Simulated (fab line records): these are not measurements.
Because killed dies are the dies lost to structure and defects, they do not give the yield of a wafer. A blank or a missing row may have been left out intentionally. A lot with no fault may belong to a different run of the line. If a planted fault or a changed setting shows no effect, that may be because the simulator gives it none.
Chamber matching :: flow n5 finfet :: N5_BEOL_M15_DESCUM_33 on rie diel-03: 4 sister chambers
The step chemistry O2, time 7.9 s. 4 wafers are shown with their chamber, then 8 later ones without.

WAFERS, EACH WITH ITS CHAMBER
wafer: L085.1
chamber: 0
showerhead plenum p Torr (Torr): 1.99

wafer: L085.6
chamber: 2
showerhead plenum p Torr (Torr): 2.05

wafer: L089.6
chamber: 3
showerhead plenum p Torr (Torr): 2.12

wafer: L096.1
chamber: 1
showerhead plenum p Torr (Torr): 2.11

WAFERS WITHOUT THEIR CHAMBER
wafer: L096.5
showerhead plenum p Torr (Torr): 2.04

wafer: L096.6
showerhead plenum p Torr (Torr): 2.11

wafer: L090.2
showerhead plenum p Torr (Torr): 2.11

wafer: L090.4
showerhead plenum p Torr (Torr): 2.24

wafer: L090.5
showerhead plenum p Torr (Torr): 2.04

wafer: L097.4
showerhead plenum p Torr (Torr): 2.12

wafer: L097.5
showerhead plenum p Torr (Torr): 2.04

wafer: L097.6
showerhead plenum p Torr (Torr): 2.12

CHAMBER TAKEN BY EACH
wafer: L096.5
from the rows above: can't be placed: 2 or 0 or 1 or 3
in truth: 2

wafer: L096.6
from the rows above: can't be placed: 1 or 3 or 2
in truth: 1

wafer: L090.2
from the rows above: can't be placed: 1 or 3 or 2
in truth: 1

wafer: L090.4
from the rows above: can't be placed: 3 or 1 or 2
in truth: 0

wafer: L090.5
from the rows above: can't be placed: 2 or 0 or 1 or 3
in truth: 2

wafer: L097.4
from the rows above: can't be placed: 3 or 1 or 2
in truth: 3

wafer: L097.5
from the rows above: can't be placed: 2 or 0 or 1 or 3
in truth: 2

wafer: L097.6
from the rows above: can't be placed: 3 or 1 or 2
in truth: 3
Placed correctly: 0 of 8. Unplaceable from these rows: 8, with the true chamber sitting among the candidates in 7. 0 placed wrongly.
How it was worked out, from the rows above alone: a wafer's distance from a chamber is the root of the sum, over the readings, of the square of ((its reading less the chamber's mean) divided by the reading's scatter). If the next closest chamber is less than 2 further off than the closest, the wafer can't be placed; otherwise it belongs to the closest. For every chamber, the mean is computed from those of its wafers that are shown. The scatter: root of mean squared gap, hidden wafer to nearest shown wafer, with one shown wafer a chamber.
